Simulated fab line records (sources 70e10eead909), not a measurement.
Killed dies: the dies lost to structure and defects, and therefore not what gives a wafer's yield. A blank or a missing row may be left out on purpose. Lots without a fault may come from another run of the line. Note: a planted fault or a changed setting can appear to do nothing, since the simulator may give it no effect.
fab line records	flow nandHarc
[record] lots = 15	wafers = 45	lastDay = 33
route steps=1302 shown A_CONTACT@1054
lots with no fault: from the same line, run without faults
startH: start of the lot's first displayed wafer, in hours after the record's first day	waitH: hours from the lot's prior step to this one	" same as the row above	L1.1+2: a row that stands for several wafers	- no value, or no start was given	* or withheld: withheld	< > ~ a bound
route shown NAME@n: NAME is a module with steps in the file, n the number in the route of the first one	usual: mean and standard deviation over wafers with no fault	same: alike in all rows	chamber/n: place in a boat	sites: readings site by site	_std_site: how widely they spread, as a standard deviation	_edge_site: mean of outer sites minus mean of inner sites	radiusMm: for every site, how far away it sits from the centre of the wafer	mask NAME#n: copy n	behind: the tool/chamber that last shaped the wafer	hold: the reason the lot was held/the length of the hold in hours/how it ended	device: transistor that didn't switch, given as n, p or np	end of line: at the end of the route, the tests of the same wafers	step lacking rows: just its recipe	killed: dies that structure and defects cost at the first sort, which is not the same as the wafer's yield	map: shows each die of a wafer: x if killed, . if not, _ if none is there
set.NAME: the run value of the setting; set.NAME@STEP: its run value at that earlier step	model.NAME: the simulator's own value behind a step, which no gauge read
a sample of lots followed through the steps of the route, with each step as a table and each wafer as a row
services: from which hour (startH, from the record's first day; less than 0 if before it) a tool's chamber was out of use, for how many hours, and why
[[steps]]
[step NHARC_A_CONTACT_ETCH_131]
[recipe] sourceW = withheld	pressureMtorr = 20	biasV = 3000	timeS = 197	targetDepthA = 19180	arFlowSccm = withheld	c4f8FlowSccm = withheld	o2FlowSccm = withheld	chemistry = C4F8/O2/Ar
[same] timeS = 197
lot.wafer	tool	chamber	startH	waitH	rfHoursCounterH
L131.2	harCapEtch-03	0	505.05	0.1	41
L131.4	"	1	"	"	-
L131.5	"	1	"	"	-
L132.2	harCapEtch-02	1	505.73	0.2	86
L132.3	"	0	"	"	-
L132.6	"	0	"	"	-
L134.1	harCapEtch-03	1	539.81	0.1	49
L134.2	"	0	"	"	49
L134.5	"	0	"	"	-
L139.4	harCapEtch-02	0	590.12	0.1	-
L139.3	"	1	"	"	-
L139.6	"	0	"	"	-
L142.1	harCapEtch-03	0	616.17	0.1	63
L142.4	"	0	"	"	-
L142.6	"	0	"	"	-
L141.1	harCapEtch-01	0	616.84	0.1	18
L141.5	"	1	"	"	-
L141.6	"	0	"	"	-
L144.3	harCapEtch-02	0	635.95	0.1	-
L144.4	"	1	"	"	-
L144.6	"	0	"	"	-
L145.2	harCapEtch-01	0	645.33	0.1	23
L145.3	"	1	"	"	-
L145.5	"	1	"	"	-
L146.3	harCapEtch-02	1	647.16	0.1	-
L146.6	"	0	"	"	-
L146.5	"	1	"	"	-
L148.2	harCapEtch-01	0	671.28	0.1	26
L148.5	"	1	"	"	-
L148.6	"	0	"	"	-
L149.2	harCapEtch-02	1	696.42	0.1	120
L149.4	"	1	"	"	-
L149.5	"	1	"	"	-
L150.2	harCapEtch-01	1	702.66	0.1	30
L150.1	"	0	"	"	30
L150.5	"	0	"	"	-
L152.4	harCapEtch-03	0	718.93	0.1	-
L152.5	"	1	"	"	-
L152.6	"	0	"	"	-
L154.1	harCapEtch-02	0	721.77	0.1	126
L154.3	"	0	"	"	-
L154.5	"	0	"	"	-
L151.1	harCapEtch-03	0	726.79	0.1	83
L151.3	"	1	"	"	-
L151.5	"	0	"	"	-
[step NHARC_A_CONTACT_ETCH_133]
[recipe] sourceW = withheld	pressureMtorr = 20	biasV = 400	timeS = 374	targetDepthA = 16100	arFlowSccm = withheld	c4f8FlowSccm = 11.5	o2FlowSccm = 7.2	chemistry = C4F8/O2/Ar
[same] timeS = 374
lot.wafer	tool	chamber	startH	waitH	rfHoursCounterH
L131.2	harCapEtch-03	0	505.44	0.2	42
L131.4	"	1	"	"	-
L131.5	"	1	"	"	-
L132.2	harCapEtch-02	1	506.26	0.3	87
L132.3	"	0	"	"	-
L132.6	"	0	"	"	-
L134.1	harCapEtch-03	1	540.17	0.1	49
L134.2	"	0	"	"	49
L134.5	"	0	"	"	-
L139.4	harCapEtch-02	0	590.56	0.2	-
L139.3	"	1	"	"	-
L139.6	"	0	"	"	-
L142.1	harCapEtch-03	0	616.56	0.2	63
L142.4	"	0	"	"	-
L142.6	"	0	"	"	-
L141.1	harCapEtch-01	0	617.24	0.2	18
L141.5	"	1	"	"	-
L141.6	"	0	"	"	-
L144.3	harCapEtch-02	0	636.38	0.2	-
L144.4	"	1	"	"	-
L144.6	"	0	"	"	-
L145.2	harCapEtch-01	0	645.73	0.2	23
L145.3	"	1	"	"	-
L145.5	"	1	"	"	-
L146.3	harCapEtch-02	1	647.65	0.3	-
L146.6	"	0	"	"	-
L146.5	"	1	"	"	-
L148.2	harCapEtch-01	0	671.67	0.2	27
L148.5	"	1	"	"	-
L148.6	"	0	"	"	-
L149.2	harCapEtch-02	1	696.81	0.2	120
L149.4	"	1	"	"	-
L149.5	"	1	"	"	-
L150.2	harCapEtch-01	1	703.01	0.1	31
L150.1	"	0	"	"	31
L150.5	"	0	"	"	-
L152.4	harCapEtch-03	0	719.40	0.3	-
L152.5	"	1	"	"	-
L152.6	"	0	"	"	-
L154.1	harCapEtch-02	0	722.12	0.1	127
L154.3	"	0	"	"	-
L154.5	"	0	"	"	-
L151.1	harCapEtch-03	0	727.14	0.1	84
L151.3	"	1	"	"	-
L151.5	"	0	"	"	-
[step NHARC_A_CONTACT_EXPOSE_05]
[recipe] na = 1.35	sigmaOuter = 0.8	doseMj = 84.24	maskId = A_CC
[usual] exposureDoseMJCm2 = 84.26/0.079	focusOffsetNm = 0.0/0.54	sigmaOuter = 0.8/0
lot.wafer	tool	chamber	startH	waitH	mask	exposureDoseMJCm2	focusOffsetNm	sigmaOuter
L131.2	arfiScanner-02	0	511.74	-	A_CC#0	84.23	0.4	0.8
L131.4	"	0	"	"	A_CC#0	84.27	-1.1	0.8
L131.5	"	0	"	"	A_CC#0	84.34	-0.6	0.8
L132.2	arfiScanner-03	0	511.94	-	A_CC#0	84.18	-0.2	0.8
L132.3	"	0	"	"	A_CC#0	84.39	-0.9	0.8
L132.6	"	0	"	"	A_CC#0	84.23	-0.2	0.8
L134.1	arfiScanner-03	0	545.68	-	A_CC#0	84.30	0.6	0.8
L134.2	"	0	"	"	A_CC#0	84.17	-0.7	0.8
L134.5	"	0	"	"	A_CC#0	84.43	0.0	0.8
L139.3	arfiScanner-02	-	594.59	-	A_CC#0	-	-	-
L139.4	"	-	"	"	A_CC#0	-	-	-
L139.6	"	-	"	"	A_CC#0	-	-	-
L142.1	arfiScanner-03	-	627.91	-	A_CC#0	-	-	-
L142.4	"	-	"	"	A_CC#0	-	-	-
L142.6	"	-	"	"	A_CC#0	-	-	-
L141.1	arfiScanner-02	-	628.06	-	A_CC#0	-	-	-
L141.5	"	-	"	"	A_CC#0	-	-	-
L141.6	"	-	"	"	A_CC#0	-	-	-
L144.3	arfiScanner-03	0	640.56	-	A_CC#0	84.20	0.3	0.8
L144.4	"	0	"	"	A_CC#0	84.40	-0.5	0.8
L144.6	"	0	"	"	A_CC#0	84.27	0.0	0.8
L145.2	arfiScanner-01	0	650.39	-	A_CC#0	84.26	-0.3	0.8
L145.3	"	0	"	"	A_CC#0	84.27	-0.3	0.8
L145.5	"	0	"	"	A_CC#0	84.24	-0.3	0.8
L146.3	arfiScanner-01	0	651.57	-	A_CC#0	84.14	0.7	0.8
L146.5	"	0	"	"	A_CC#0	84.07	0.0	0.8
L146.6	"	0	"	"	A_CC#0	84.20	0.3	0.8
L148.2	arfiScanner-03	0	677.90	-	A_CC#0	84.22	0.5	0.8
L148.5	"	0	"	"	A_CC#0	84.22	-0.5	0.8
L148.6	"	0	"	"	A_CC#0	84.30	0.6	0.8
L149.2	arfiScanner-03	0	704.50	-	A_CC#0	84.24	0.7	0.8
L149.4	"	0	"	"	A_CC#0	84.26	0.9	0.8
L149.5	"	0	"	"	A_CC#0	84.22	0.1	0.8
L150.1	arfiScanner-02	0	708.28	-	A_CC#0	84.33	-0.3	0.8
L150.2	"	0	"	"	A_CC#0	84.24	-0.3	0.8
L150.5	"	0	"	"	A_CC#0	84.32	-0.6	0.8
L152.4	arfiScanner-03	0	723.49	-	A_CC#0	84.31	-0.3	0.8
L152.5	"	0	"	"	A_CC#0	84.15	0.3	0.8
L152.6	"	0	"	"	A_CC#0	84.35	-0.3	0.8
L154.1	arfiScanner-02	0	728.66	-	A_CC#0	84.32	0.0	0.8
L154.3	"	0	"	"	A_CC#0	84.23	0.1	0.8
L154.5	"	0	"	"	A_CC#0	84.33	-0.2	0.8
L151.1	arfiScanner-02	0	731.57	-	A_CC#0	84.21	-0.8	0.8
L151.3	"	0	"	"	A_CC#0	84.23	-0.1	0.8
L151.5	"	0	"	"	A_CC#0	84.34	0.5	0.8
[step NHARC_A_CONTACT_ETCH_30]
[recipe] targetDepthA = 726	timeS = 36.3	cf4FlowSccm = 100	chf3FlowSccm = 30	arFlowSccm = 0	rfW = 500	biasW = 200	chemistry = CF4/CHF3
[usual] drypumpMotorCurrentA = 5.8/0.52	oesProductAu = 0.938/0.021	rfVppV = 370.4/2.1	showerheadPlenumPTorr = 1.57/0.057	throttleValvePct = 16.802/0.0096
[same] timeS = 36.3
lot.wafer	tool	chamber	startH	waitH	drypumpMotorCurrentA	oesProductAu	rfHoursCounterH	rfVppV	showerheadPlenumPTorr	throttleValvePct
L131.4	rieDiel-11	3	-	-	6.6	0.978	11	368.4	1.49	16.800
L131.2	"	0	"	"	5.2	0.982	13	372.3	1.63	16.793
L131.5	"	2	"	"	5.4	0.958	-	370.6	1.60	16.800
L132.3	rieDiel-08	2	-	-	6.2	0.921	51	371.1	1.58	16.803
L132.2	"	3	"	"	6.1	0.932	50	372.9	1.66	16.788
L132.6	"	2	"	"	6.2	0.929	-	371.2	1.58	16.821
L134.2	rieDiel-11	3	-	-	6.5	0.932	17	367.9	1.48	16.802
L134.1	"	0	"	"	5.2	0.940	20	373.2	1.63	16.794
L134.5	"	3	"	"	6.5	0.929	-	367.0	1.48	16.804
L139.3	rieDiel-11	1	-	-	5.4	0.961	29	371.0	1.59	16.827
L139.4	"	0	"	"	5.2	0.971	27	372.4	1.63	16.809
L139.6	"	1	"	"	5.5	0.960	-	370.3	1.59	16.806
L142.1	rieDiel-03	3	-	-	6.2	0.932	52	371.5	1.66	16.818
L142.6	"	2	"	"	6.4	0.922	-	367.4	1.50	16.803
L142.4	"	0	"	"	5.7	0.922	-	368.3	1.52	16.786
L141.1	rieDiel-11	2	-	-	5.5	0.975	2	371.1	1.59	16.804
L141.5	"	1	"	"	5.5	0.953	-	372.5	1.58	16.805
L141.6	"	2	"	"	5.4	0.985	-	371.7	1.59	16.812
L144.3	rieDiel-11	3	-	-	6.5	0.968	4	367.2	1.48	16.791
L144.4	"	2	"	"	5.5	0.955	4	371.9	1.59	16.801
L144.6	"	0	"	"	5.2	0.992	-	372.7	1.63	16.798
L145.3	rieDiel-11	1	-	-	5.5	0.921	7	370.5	1.58	16.811
L145.2	"	3	"	"	6.5	0.924	6	368.0	1.48	16.817
L145.5	"	1	"	"	5.5	0.919	-	369.3	1.58	16.822
L146.3	rieDiel-03	2	-	-	6.4	0.988	2	367.5	1.49	16.795
L146.5	"	1	"	"	5.5	0.971	-	371.9	1.61	16.802
L146.6	"	2	"	"	6.4	0.995	-	368.2	1.49	16.820
L148.2	rieDiel-11	2	-	-	5.4	0.931	11	370.1	1.59	16.820
L148.6	"	0	"	"	5.2	0.923	-	373.0	1.63	16.802
L148.5	"	1	"	"	5.5	0.921	-	370.6	1.58	16.803
L149.4	rieDiel-08	3	-	-	6.0	0.916	47	371.5	1.64	16.809
L149.2	"	0	"	"	6.4	0.929	47	368.7	1.52	16.800
L149.5	"	1	"	"	5.7	0.926	-	370.2	1.51	16.797
L150.2	rieDiel-11	3	-	-	6.5	0.935	14	368.2	1.48	16.803
L150.1	"	1	"	"	5.4	0.919	15	369.5	1.58	16.790
L150.5	"	3	"	"	6.5	0.930	-	367.2	1.48	16.795
L152.4	rieDiel-11	3	-	-	6.5	0.922	17	367.3	1.48	16.791
L152.6	"	2	"	"	5.4	0.920	-	372.3	1.59	16.803
L152.5	"	3	"	"	6.5	0.940	-	369.3	1.48	16.799
L154.3	rieDiel-11	0	-	-	5.2	0.925	18	372.9	1.63	16.791
L154.1	"	2	"	"	5.4	0.923	21	370.1	1.59	16.801
L154.5	"	3	"	"	6.5	0.925	-	367.0	1.48	16.791
L151.1	rieDiel-11	2	-	-	5.4	0.918	23	370.5	1.59	16.808
L151.3	"	1	"	"	5.5	0.920	21	370.2	1.58	16.804
L151.5	"	2	"	"	5.4	0.927	-	371.8	1.59	16.788
[[services]]
tool	chamber	startH	hours	kind
arfiScanner-02	-	484.00	4.0	pm
rieDiel-03	3	490.72	4.6	repair
arfiScanner-02	-	493.78	1.0	repair
harCapEtch-01	-	497.00	17.0	pm
arfiScanner-01	-	500.64	0.9	repair
arfiScanner-03	-	501.05	0.9	repair
rieDiel-03	-	503.76	0.7	repair
arfiScanner-01	-	514.58	0.8	repair
harCapEtch-02	-	533.87	0.6	repair
arfiScanner-01	-	538.97	0.9	repair
arfiScanner-03	-	540.00	4.0	pm
rieDiel-08	-	545.69	9.0	pm
arfiScanner-03	-	568.83	1.4	repair
arfiScanner-03	-	594.18	0.5	repair
rieDiel-11	-	610.48	9.0	pm
arfiScanner-03	-	621.25	0.5	repair
arfiScanner-03	-	633.35	0.5	repair
arfiScanner-03	-	652.76	8.2	repair
harCapEtch-03	-	653.46	0.8	repair
arfiScanner-02	-	656.00	4.0	pm
rieDiel-11	3	660.23	4.5	repair
rieDiel-11	1	672.14	4.0	repair
arfiScanner-03	-	687.16	2.4	repair
arfiScanner-03	-	712.00	4.0	pm
[[key]]
[firstSign] step = NHARC_A_CONTACT_EXPOSE_05	reading = toolRecord	direction = missing
effect none on later readings
metAt NHARC_A_CONTACT_EXPOSE_05
struckLots L139,L141,L142
laterRowsLeftOut L139.3,L139.4,L139.6,L141.1,L141.5,L141.6,L142.1,L142.4,L142.6
sortLeftOut L139.3,L139.4,L139.6,L141.1,L141.5,L141.6,L142.1,L142.4,L142.6
testerLeftOut L139,L141,L142
notActingAt NHARC_A_CONTACT_ETCH_131,NHARC_A_CONTACT_ETCH_133,NHARC_A_CONTACT_ETCH_30
onsetBetween 545.68 594.59
[fault] kind = skippedStepWhole	tool = arfiScanner-02,arfiScanner-03	chamber = -	onsetH = 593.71	steps = NHARC_A_CONTACT_EXPOSE_05	scope = struckLotsOnly
// testerLeftOut: of these lots the tester's yield and bins aren't shown, on N5 and GAA mostly nor the transistor test; their killed dies are dies lost to structure and defects alone, not to doping, threshold or leakage, so they don't give the yield
// sortLeftOut: the simulated sort isn't trusted on such a fault, so these wafers' sort isn't shown, and their yield isn't known
// laterRowsLeftOut: the simulator's readings of these wafers behind a module that went badly wrong aren't trusted and aren't shown, but for the sort
